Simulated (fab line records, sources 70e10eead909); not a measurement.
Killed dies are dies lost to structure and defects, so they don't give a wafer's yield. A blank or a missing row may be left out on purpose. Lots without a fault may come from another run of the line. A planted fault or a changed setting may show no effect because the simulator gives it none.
fab line records | flow nand_harc | part 2 of 2: steps 4 to 6 of 6
record lots=24 wafers=72 last_day=33
route steps=1302 shown P_CONTACT@236 P_M0@267 P_M2@332 P_BONDPAD@364
lots that met no fault: from a run of the same line without faults
start_h: hours from the record's first day to the start of the lot's first wafer shown | wait_h: hours since the lot's step before | " the same as in the row above | L1.1+2: a row that stands for several wafers | - no value, or no start given | * or withheld: withheld | < > ~ a bound
route shown NAME@n: a module of which the file shows steps, and the number in the route of the first | usual: mean/standard deviation of fault-free wafers | same: alike in all rows | chamber/n: place in a boat | sites: the reading at each site | _std_site: their standard deviation | _edge_site: outer sites' mean less inner sites' | radius_mm: how far each site lies from the wafer's centre | mask NAME#n: copy n | behind: the tool/chamber that last shaped the wafer | hold: why the lot was held/for how many hours/how that ended | device: the transistor (n, p or np) that didn't switch | end of line: the same wafers' tests at the end of the route | a step without rows: its recipe alone | killed: dies lost to structure and defects at the first sort, not the wafer's yield | map: a wafer's dies, x killed, . not, _ none there
set.NAME: the setting as run; set.NAME@STEP: as run at that earlier step | model.NAME: the simulator's own value behind a step, which no gauge read
steps of the route over a sample of lots; a table a step, a row a wafer
services: from which hour (start_h, from the record's first day; less than 0 if before it) a tool's chamber was out of use, for how many hours, and why
## steps
# step NHARC_P_M2_ETCH_35
# recipe target_depth_a=400 overetch_a=120 time_s=43.94 ion_energy_ev=200 n2_flow_sccm=150 h2_flow_sccm=150 ar_flow_sccm=0 rf_w=400 bias_w=150 chemistry=N2/H2
# usual drypump_motor_current_A=5.5/0.56 oes_product_au=1.004/0.0074 rf_vpp_V=430.8/2.8 showerhead_plenum_p_Torr=2.05/0.098 throttle_valve_pct=14.171/0.0093
# same time_s=43.94
# columns lot.wafer tool chamber start_h wait_h drypump_motor_current_A oes_product_au rf_hours_counter_h rf_vpp_V showerhead_plenum_p_Torr throttle_valve_pct
L074.2 rie_diel-03 1 135.42 0.1 6.2 0.999 0.1 430.0 2.02 14.168
L074.3 " 2 " " 4.9 1.004 0.1 432.0 2.05 14.170
L074.6 " 2 " " 5.0 1.002 - 431.1 2.05 14.155
L075.2 rie_diel-06 0 142.86 0.1 5.0 1.013 0.4 432.2 2.08 14.168
L075.3 " 3 " " 5.9 0.997 0.4 427.1 1.95 14.177
L075.5 " 0 " " 5.0 1.010 - 430.9 2.08 14.173
L076.2 rie_diel-06 3 146.76 0.1 5.9 1.002 0.8 428.8 1.95 14.182
L076.4 " 0 " " 5.0 1.014 - 432.0 2.08 14.173
L076.6 " 2 " " 6.1 1.002 - 426.5 1.91 14.175
L077.4 rie_diel-06 2 164.75 0.1 6.1 0.999 1.6 427.0 1.91 14.185
L077.2 " 3 " " 5.9 1.002 1.4 428.1 1.95 14.176
L077.5 " 1 " " 4.7 1.000 - 433.3 2.15 14.148
L078.2 rie_diel-06 2 179.28 0.1 6.1 0.996 2.2 427.3 1.91 14.177
L078.6 " 1 " " 4.7 1.006 - 433.0 2.15 14.182
L078.5 " 2 " " 6.1 1.007 - 426.5 1.91 14.168
L079.3 rie_diel-06 3 179.89 0.1 5.9 1.016 2.1 428.9 1.95 14.163
L079.5 " 1 " " 4.7 1.014 - 433.1 2.15 14.175
L079.6 " 2 " " 6.1 1.002 - 426.3 1.91 14.162
L080.2 rie_diel-06 0 190.99 0.1 5.0 1.004 3.0 432.0 2.08 14.166
L080.4 " 1 " " 4.7 1.009 2.3 434.1 2.15 14.166
L080.1 " 2 " " 6.1 1.006 3.2 428.3 1.91 14.173
L081.2 rie_diel-05 1 200.92 0.1 6.0 0.997 6.5 432.4 2.04 14.162
L081.3 " 0 " " 5.5 1.009 5.3 433.3 2.15 14.181
L081.5 " 1 " " 6.0 0.999 - 430.8 2.04 14.187
L082.2 rie_diel-06 0 206.52 0.1 5.0 1.015 3.3 431.4 2.07 14.173
L082.4 " 2 " " 6.1 1.008 3.4 426.0 1.91 14.168
L082.6 " 0 " " 5.0 1.001 - 431.1 2.08 14.171
L083.2 rie_diel-03 0 225.41 0.1 6.5 1.012 6.9 432.7 2.13 14.182
L083.1 " 1 " " 6.2 1.004 7.3 430.1 2.02 14.173
L083.6 " 0 " " 6.6 1.007 - 432.6 2.13 14.165
L084.4 rie_diel-06 3 230.39 0.1 5.9 1.009 4.4 428.9 1.95 14.184
L084.5 " 1 " " 4.7 1.002 - 433.5 2.15 14.172
L084.6 " 2 " " 6.1 1.010 - 428.7 1.91 14.165
L085.2 rie_diel-06 0 240.74 0.1 5.0 0.995 4.9 432.1 2.08 14.163
L085.6 " 0 " " 5.0 1.010 - 430.7 2.07 14.186
L085.5 " 1 " " 4.7 1.001 - 433.1 2.15 14.162
L086.2 rie_diel-06 3 244.43 0.1 5.9 1.000 4.7 427.0 1.95 14.164
L086.6 " 2 " " 6.1 1.006 - 427.2 1.91 14.161
L086.5 " 3 " " 5.9 1.006 - 427.8 1.95 14.175
L087.2 rie_diel-05 3 259.03 0.1 5.5 0.993 1.7 434.9 2.18 14.168
L087.5 " 2 " " 5.6 1.007 - 434.2 2.21 14.180
L087.6 " 3 " " 5.5 0.994 - 435.3 2.18 14.165
L088.1 rie_diel-06 2 275.71 0.1 6.1 1.014 6.1 426.0 1.91 14.160
L088.4 " 3 " " 5.9 1.014 6.0 427.7 1.95 14.165
L088.6 " 1 " " 4.7 1.013 - 434.7 2.15 14.189
L089.2 rie_diel-06 1 276.88 0.1 4.7 1.010 5.7 434.1 2.15 14.172
L089.1 " 2 " " 6.1 1.001 6.1 425.8 1.91 14.164
L089.5 " 0 " " 5.0 1.011 - 431.2 2.07 14.151
L090.3 rie_diel-05 0 293.01 0.1 5.5 0.993 3.6 433.0 2.15 14.178
L090.6 " 3 " " 5.5 0.999 - 434.4 2.18 14.162
L090.4 " 0 " " 5.5 0.998 - 432.6 2.15 14.165
L091.1 rie_diel-06 3 299.27 0.1 5.8 1.010 6.7 427.7 1.95 14.154
L091.3 " 0 " " 5.0 1.001 7.5 433.3 2.07 14.170
L091.6 " 2 " " 6.1 1.012 - 427.6 1.91 14.169
L092.1 rie_diel-06 0 316.41 0.1 5.0 1.012 0.0 432.3 2.07 14.174
L092.4 " 2 " " 6.1 0.995 0.0 427.1 1.91 14.178
L092.6 " 1 " " 4.7 1.007 - 433.9 2.15 14.175
L093.2 rie_diel-05 3 322.75 0.1 5.5 0.984 6.6 434.0 2.18 14.180
L093.1 " 1 " " 6.0 0.994 5.7 431.9 2.03 14.166
L093.6 " 2 " " 5.7 1.001 - 435.3 2.21 14.167
L094.2 rie_diel-06 3 330.18 0.1 5.8 0.993 1.5 427.8 1.94 14.168
L094.1 " 1 " " 4.7 1.009 1.2 433.1 2.15 14.167
L094.6 " 3 " " 5.8 0.993 - 427.4 1.94 14.169
L095.2 rie_diel-06 0 344.13 0.1 5.0 1.008 2.6 431.6 2.07 14.163
L095.4 " 2 " " 6.1 0.992 2.2 427.7 1.91 14.165
L095.5 " 0 " " 5.0 1.009 - 431.9 2.07 14.156
L096.4 rie_diel-06 0 353.21 0.1 5.0 1.021 3.4 430.8 2.07 14.167
L096.2 " 1 " " 4.7 1.010 3.0 433.7 2.15 14.167
L096.3 " 3 " " 5.9 1.011 3.1 426.0 1.94 14.170
L097.3 rie_diel-06 1 363.52 0.1 4.7 1.012 3.3 434.3 2.15 14.168
L097.1 " 2 " " 6.1 1.006 2.9 426.4 1.91 14.165
L097.6 " 1 " " 4.7 1.023 - 433.1 2.15 14.179
# step NHARC_P_M2_CMP_23
# recipe t_overpolish_s=20 target_thk_nm=144.3
# usual motor_current_A=11.6/1.2 time_to_endpoint_s=28.9/2
# columns lot.wafer tool chamber start_h wait_h motor_current_A time_to_endpoint_s
L074.3 cmp-01 3 137.47 - 11.6 28.6
L074.2 " 0 " " 15.3 30.5
L074.6 " 0 " " 14.5 26.8
L075.3 cmp-04 1 144.94 - 11.1 31.7
L075.2 " 3 " " 11.9 29.6
L075.5 " 1 " " 10.9 30.9
L076.2 cmp-02 2 148.83 - 10.8 33.6
L076.4 " 3 " " 13.0 31.7
L076.6 " 2 " " 11.4 32.0
L077.4 cmp-02 0 166.85 - 11.5 28.6
L077.2 " 2 " " 11.5 29.6
L077.5 " 1 " " 10.9 27.4
L078.2 cmp-04 0 181.35 - 10.4 30.9
L078.6 " 2 " " 10.7 30.7
L078.5 " 3 " " 12.3 30.6
L079.3 cmp-01 1 181.97 - 10.3 30.4
L079.5 " 3 " " 11.4 29.2
L079.6 " 0 " " 14.3 28.8
L080.2 cmp-04 2 193.03 - 10.6 28.3
L080.1 " 3 " " 11.6 29.4
L080.4 " 0 " " 10.3 30.6
L081.3 cmp-02 3 202.98 - 12.8 30.6
L081.2 " 0 " " 11.8 27.8
L081.5 " 2 " " 10.8 30.9
L082.4 cmp-02 0 208.64 - 11.4 24.8
L082.2 " 2 " " 11.4 28.5
L082.6 " 0 " " 11.5 24.9
L083.1 cmp-01 0 227.43 - 14.1 28.4
L083.2 " 3 " " 11.0 28.9
L083.6 " 0 " " 14.1 27.3
L084.4 cmp-01 3 232.42 - 11.9 29.7
L084.5 " 3 " " 11.6 31.0
L084.6 " 0 " " 14.7 28.6
L085.2 cmp-01 0 242.87 - 15.7 31.7
L085.5 " 1 " " 9.8 26.8
L085.6 " 2 " " 12.7 30.1
L086.2 cmp-02 3 246.47 - 12.4 26.5
L086.5 " 2 " " 11.3 29.6
L086.6 " 3 " " 13.0 26.9
L087.2 cmp-01 2 261.11 - 12.5 30.7
L087.6 " 1 " " 10.3 29.5
L087.5 " 2 " " 13.0 30.8
L088.4 cmp-02 1 277.72 - 10.7 29.7
L088.1 " 3 " " 11.8 29.4
L088.6 " 2 " " 11.1 31.0
L089.1 cmp-02 2 279.03 - 11.3 28.4
L089.2 " 3 " " 12.9 28.0
L089.5 " 1 " " 11.6 25.3
L090.4 cmp-04 2 295.05 - 10.8 25.3
L090.3 " 1 " " 10.7 26.7
L090.6 " 3 " " 11.3 26.4
L091.3 cmp-04 0 301.33 - 10.3 28.3
L091.1 " 3 " " 12.4 29.4
L091.6 " 1 " " 11.3 29.1
L092.1 cmp-01 0 318.49 - 14.0 28.3
L092.4 " 1 " " 10.4 27.0
L092.6 " 2 " " 12.7 29.5
L093.2 cmp-02 0 324.85 - 11.3 29.0
L093.1 " 2 " " 11.4 29.7
L093.6 " 0 " " 11.5 27.6
L094.2 cmp-01 0 332.25 - 14.4 32.3
L094.1 " 2 " " 11.6 31.8
L094.6 " 0 " " 14.1 34.1
L095.2 cmp-02 2 346.23 - 11.5 26.8
L095.4 " 0 " " 11.7 24.2
L095.5 " 1 " " 11.2 24.2
L096.3 cmp-02 1 355.28 - 10.9 27.2
L096.4 " 2 " " 11.5 31.1
L096.2 " 3 " " 13.4 25.7
L097.3 cmp-04 0 365.52 - 10.0 28.9
L097.1 " 3 " " 11.9 29.6
L097.6 " 0 " " 10.0 31.4
# step NHARC_P_BONDPAD_CD_MEAS_09
# recipe target_cd_nm=500 landing_energy_ev=500
# usual cd_nm=500.1/1.4
# columns lot.wafer tool chamber start_h wait_h cd_nm
L074.2 cd_sem-02 0 139.75 - 500.5
L074.3 " 0 " " 502.5
L074.6 " 0 " " 500.3
L075.2 cd_sem-01 0 147.17 - 498.4
L075.3 " 0 " " 500.8
L075.5 " 0 " " 497.5
L076.2 cd_sem-03 0 151.03 - 501.1
L076.4 " 0 " " 499.5
L076.6 " 0 " " 500.8
L077.2 cd_sem-03 0 169.13 - 498.7
L077.4 " 0 " " 499.3
L077.5 " 0 " " 497.7
L078.2 cd_sem-01 0 183.55 - 502.2
L078.5 " 0 " " 501.7
L078.6 " 0 " " 501.8
L079.3 cd_sem-02 0 184.05 - 500.9
L079.5 " 0 " " 501.6
L079.6 " 0 " " 501.8
L080.1 cd_sem-01 0 195.29 - 498.7
L080.2 " 0 " " 499.8
L080.4 " 0 " " 500.6
L081.2 cd_sem-01 0 205.22 - 501.5
L081.3 " 0 " " 500.9
L081.5 " 0 " " 499.0
L082.2 cd_sem-01 0 210.74 - 501.7
L082.4 " 0 " " 499.0
L082.6 " 0 " " 500.3
L083.1 cd_sem-02 0 229.86 - 500.2
L083.2 " 0 " " 501.0
L083.6 " 0 " " 500.0
L084.4 cd_sem-02 0 234.68 - 503.5
L084.5 " 0 " " 499.8
L084.6 " 0 " " 501.1
L085.2 cd_sem-02 0 245.05 - 501.3
L085.5 " 0 " " 500.0
L085.6 " 0 " " 501.7
L086.2 cd_sem-02 0 248.70 - 499.3
L086.5 " 0 " " 499.3
L086.6 " 0 " " 500.5
L087.2 cd_sem-02 0 263.20 - 500.8
L087.5 " 0 " " 499.3
L087.6 " 0 " " 499.0
L088.1 cd_sem-03 0 280.15 - 499.9
L088.4 " 0 " " 497.0
L088.6 " 0 " " 498.1
L089.1 cd_sem-03 0 281.36 - 501.6
L089.2 " 0 " " 500.4
L089.5 " 0 " " 502.3
L090.3 cd_sem-03 0 297.31 - 498.4
L090.4 " 0 " " 499.5
L090.6 " 0 " " 498.5
L091.1 cd_sem-02 0 303.45 - 500.9
L091.3 " 0 " " 501.6
L091.6 " 0 " " 502.0
L092.1 cd_sem-02 0 321.67 - 498.3
L092.4 " 0 " " 499.5
L092.6 " 0 " " 498.3
L093.1 cd_sem-01 0 327.31 - 499.8
L093.2 " 0 " " 499.1
L093.6 " 0 " " 497.2
L094.1 cd_sem-02 0 334.51 - 501.2
L094.2 " 0 " " 501.7
L094.6 " 0 " " 499.1
L095.2 cd_sem-02 0 348.48 - 501.5
L095.4 " 0 " " 499.4
L095.5 " 0 " " 500.6
L096.2 cd_sem-01 0 357.42 - 501.3
L096.3 " 0 " " 501.9
L096.4 " 0 " " 501.0
L097.1 cd_sem-02 0 367.65 - 497.8
L097.3 " 0 " " 498.4
L097.6 " 0 " " 497.2
## services
# columns tool chamber start_h hours kind
cmp-01 - 100.38 0.5 repair
rie_diel-02 0 109.57 11.1 repair
cmp-04 - 111.00 4.0 pm
rie_diel-06 - 130.20 9.0 pm
cmp-02 - 134.55 4.0 pm
cmp-01 - 154.51 0.8 repair
cmp-01 - 172.66 0.5 repair
rie_diel-08 0 174.86 7.6 repair
cmp-01 - 185.50 4.0 pm
rie_diel-08 - 191.55 9.0 pm
cmp-02 - 196.39 3.6 repair
rie_diel-08 0 204.61 9.4 repair
cmp-04 - 209.01 4.0 pm
rie_diel-02 - 216.70 9.0 pm
cmp-04 - 231.42 3.1 repair
cmp-02 - 232.55 4.0 pm
rie_diel-02 1 259.88 3.7 repair
rie_diel-06 2 264.59 4.0 repair
cmp-01 - 283.50 4.0 pm
cmp-04 - 307.01 4.0 pm
rie_diel-06 - 307.20 9.0 pm
rie_diel-08 1 318.78 7.6 repair
rie_diel-06 - 335.88 1.2 repair
cmp-01 - 362.39 2.4 repair
